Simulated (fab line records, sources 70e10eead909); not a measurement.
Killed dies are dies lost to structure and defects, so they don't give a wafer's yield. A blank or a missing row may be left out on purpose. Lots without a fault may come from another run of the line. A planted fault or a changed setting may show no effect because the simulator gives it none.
Which tool did it? | flow nand_harc | 13 lots, 39 wafers sampled, at 5 steps of a route of 1159

WHAT THE GAUGES READ, wafer by wafer
NHARC_A_BONDPAD_CD_MEAS_13.
lot  | measured     | on        | cd_nm (nm)
L321 | day 18 04:08 | cd_sem-03 | 501.5 499.7 500.1
L324 | day 18 06:13 | cd_sem-01 | 500.8 495.4 497.7
L322 | day 18 14:10 | cd_sem-01 | 501.8 501.0 505.5
L323 | day 18 14:20 | cd_sem-01 | 496.1 503.4 495.9
L326 | day 19 23:23 | cd_sem-01 | 501.8 503.8 502.3
L327 | day 19 23:49 | cd_sem-03 | 495.5 496.7 493.4
L328 | day 20 06:38 | cd_sem-03 | 497.9 500.1 497.5
L329 | day 20 07:10 | cd_sem-03 | 504.5 502.7 504.9
L330 | day 20 09:36 | cd_sem-01 | 501.8 498.4 497.4
L334 | day 22 06:23 | cd_sem-01 | 502.6 501.5 499.9
L335 | day 22 15:14 | cd_sem-03 | 499.1 500.1 500.5
L339 | day 23 00:37 | cd_sem-01 | 500.6 497.3 500.3
L342 | day 23 22:53 | cd_sem-02 | 499.0 499.9 497.1

NHARC_END_SORT_01.
lot  | measured     | on        | killed_at_array | killed_at_other | killed_at_periphery | killed_dies | killed_open | killed_short
L329 | day 21 23:04 | prober-01 | 88 94 50        | 0 0 0           | 7 7 6               | 95 101 56   | 1 3 3       | 1 1 2
L330 | day 22 00:49 | prober-02 | 97 113 110      | 1 0 0           | 0 3 1               | 98 116 111  | 2 3 4       | 0 2 3

WHICH TOOL RAN EACH LOT (tool, then ch and the chambers of the sampled wafers, then the start)
lot  | NHARC_A_BLC_PVD_32           | NHARC_A_BONDPAD_PVD_17                  | NHARC_THIN_TSV_DESCUM_14
L321 | pvd_sputter-03, day 17 16:16 | pvd_sputter-01, day 19 03:17 or earlier | rie_diel-01 ch 1,2, day 19 03:17
L324 | pvd_sputter-03, day 17 18:14 | pvd_sputter-01, day 19 04:30 or earlier | rie_diel-13 ch 0,1,2, day 19 04:30
L322 | pvd_sputter-01, day 17 20:20 | pvd_sputter-02, day 19 08:46 or earlier | rie_diel-01 ch 0,1,3, day 19 08:46
L323 | pvd_sputter-03, day 17 22:58 | pvd_sputter-01, day 19 07:38 or earlier | rie_diel-13 ch 1,2,3, day 19 07:38
L326 | pvd_sputter-03, day 19 09:53 | pvd_sputter-01, day 20 14:08 or earlier | rie_diel-13 ch 0,2, day 20 14:08
L327 | pvd_sputter-03, day 19 10:39 | pvd_sputter-02, day 20 15:47 or earlier | rie_diel-13 ch 1,2, day 20 15:47
L328 | pvd_sputter-03, day 19 16:51 | pvd_sputter-02, day 21 03:10 or earlier | rie_diel-13 ch 0,2,3, day 21 03:10
L329 | pvd_sputter-03, day 19 18:58 | pvd_sputter-01, day 21 02:05 or earlier | rie_diel-01 ch 0,1, day 21 02:05
L330 | pvd_sputter-03, day 19 20:49 | pvd_sputter-01, day 21 04:31 or earlier | rie_diel-05 ch 2,3, day 21 04:31
L334 | pvd_sputter-01, day 21 16:27 | pvd_sputter-02, day 23 00:32 or earlier | rie_diel-05 ch 1,2,3, day 23 00:32
L335 | pvd_sputter-01, day 21 22:58 | pvd_sputter-02, day 23 07:23 or earlier | rie_diel-01 ch 0,1, day 23 07:23
L339 | pvd_sputter-02, day 22 12:35 | pvd_sputter-03, day 23 16:13 or earlier | rie_diel-01 ch 1,2,3, day 23 16:13
L342 | pvd_sputter-01, day 23 09:19 | pvd_sputter-02, day 24 13:48 or earlier | rie_diel-05 ch 0,2,3, day 24 13:48
- NHARC_A_BLC_PVD_32: deposits Ti, target thk 5 nm, time 17.7 s.
- NHARC_A_BONDPAD_PVD_17: deposits TaN, target thk 5 nm, time 8.06 s.
- NHARC_THIN_TSV_DESCUM_14: chemistry O2, time 3 s.

WHAT THE TOOLS THEMSELVES READ (means of the sampled wafers that have a number; where no wafer has one, the mark that the record gives instead)
NHARC_A_BLC_PVD_32.
lot  | tool           | throttle_valve_pct (%)
L321 | pvd_sputter-03 | 29.5
L324 | pvd_sputter-03 | 29.6
L322 | pvd_sputter-01 | 30.4
L323 | pvd_sputter-03 | 29.7
L326 | pvd_sputter-03 | 29.5
L327 | pvd_sputter-03 | 29.6
L328 | pvd_sputter-03 | 30.0
L329 | pvd_sputter-03 | 30.3
L330 | pvd_sputter-03 | 29.4
L334 | pvd_sputter-01 | 30.5
L335 | pvd_sputter-01 | 30.5
L339 | pvd_sputter-02 | 29.0
L342 | pvd_sputter-01 | 30.0

NHARC_A_BONDPAD_PVD_17.
lot  | tool           | throttle_valve_pct (%)
L321 | pvd_sputter-01 | 30.2
L324 | pvd_sputter-01 | 29.8
L322 | pvd_sputter-02 | 28.7
L323 | pvd_sputter-01 | 30.7
L326 | pvd_sputter-01 | 30.7
L327 | pvd_sputter-02 | 28.7
L328 | pvd_sputter-02 | 29.1
L329 | pvd_sputter-01 | 30.2
L330 | pvd_sputter-01 | 30.5
L334 | pvd_sputter-02 | 29.2
L335 | pvd_sputter-02 | 29.1
L339 | pvd_sputter-03 | 30.4
L342 | pvd_sputter-02 | 29.2

NHARC_THIN_TSV_DESCUM_14.
lot  | tool        | drypump_motor_current_A (A) | oes_product_au (a.u.) | rf_vpp_V (V) | showerhead_plenum_p_Torr (Torr) | throttle_valve_pct (%)
L321 | rie_diel-01 | 5.82                        | 0.999                 | 58.4         | 2.00                            | 11.319
L324 | rie_diel-13 | 5.68                        | 0.996                 | 58.1         | 1.93                            | 11.319
L322 | rie_diel-01 | 5.52                        | 0.998                 | 58.1         | 1.99                            | 11.309
L323 | rie_diel-13 | 5.88                        | 0.983                 | 58.8         | 1.99                            | 11.318
L326 | rie_diel-13 | 5.69                        | 1.003                 | 58.3         | 1.88                            | 11.317
L327 | rie_diel-13 | 5.71                        | 1.014                 | 58.0         | 1.98                            | 11.308
L328 | rie_diel-13 | 5.83                        | 0.997                 | 58.4         | 1.93                            | 11.306
L329 | rie_diel-01 | 5.75                        | 1.001                 | 57.8         | 1.99                            | 11.322
L330 | rie_diel-05 | 5.83                        | 0.992                 | 58.1         | 1.96                            | 11.305
L334 | rie_diel-05 | 5.78                        | 1.003                 | 57.8         | 1.89                            | 11.301
L335 | rie_diel-01 | 5.69                        | 0.991                 | 58.2         | 1.97                            | 11.314
L339 | rie_diel-01 | 5.59                        | 0.998                 | 57.7         | 2.01                            | 11.297
L342 | rie_diel-05 | 5.99                        | 1.004                 | 57.3         | 1.96                            | 11.307

THE ANSWER, worked out from the rows above alone
Rule: what is usual is taken from the lots themselves. Put in order of their means at a reading, lots are off if they are a third of the lots or fewer, leave a main group of 4 or more, and stand apart from it by a gap of 3 or more times the standard deviation of the main group's means; of several such gaps the widest counts. A main group whose means are all the same, to the digits that the tables above print for the reading, isn't used. A lot without any number at a reading at which 4 lots or more have one is off too. The other lots that the step has rows for count as sound. The gauges are gone through in route order, then the tools' own readings, and for those a lot's mean is taken as printed above. The first step at which some lot is off is used, and at that step the reading that is off furthest; a lot without a number counts as furthest.
No lot is off at any reading shown: from this, nothing can be told.

WHAT THE SIMULATOR HAD PUT IN
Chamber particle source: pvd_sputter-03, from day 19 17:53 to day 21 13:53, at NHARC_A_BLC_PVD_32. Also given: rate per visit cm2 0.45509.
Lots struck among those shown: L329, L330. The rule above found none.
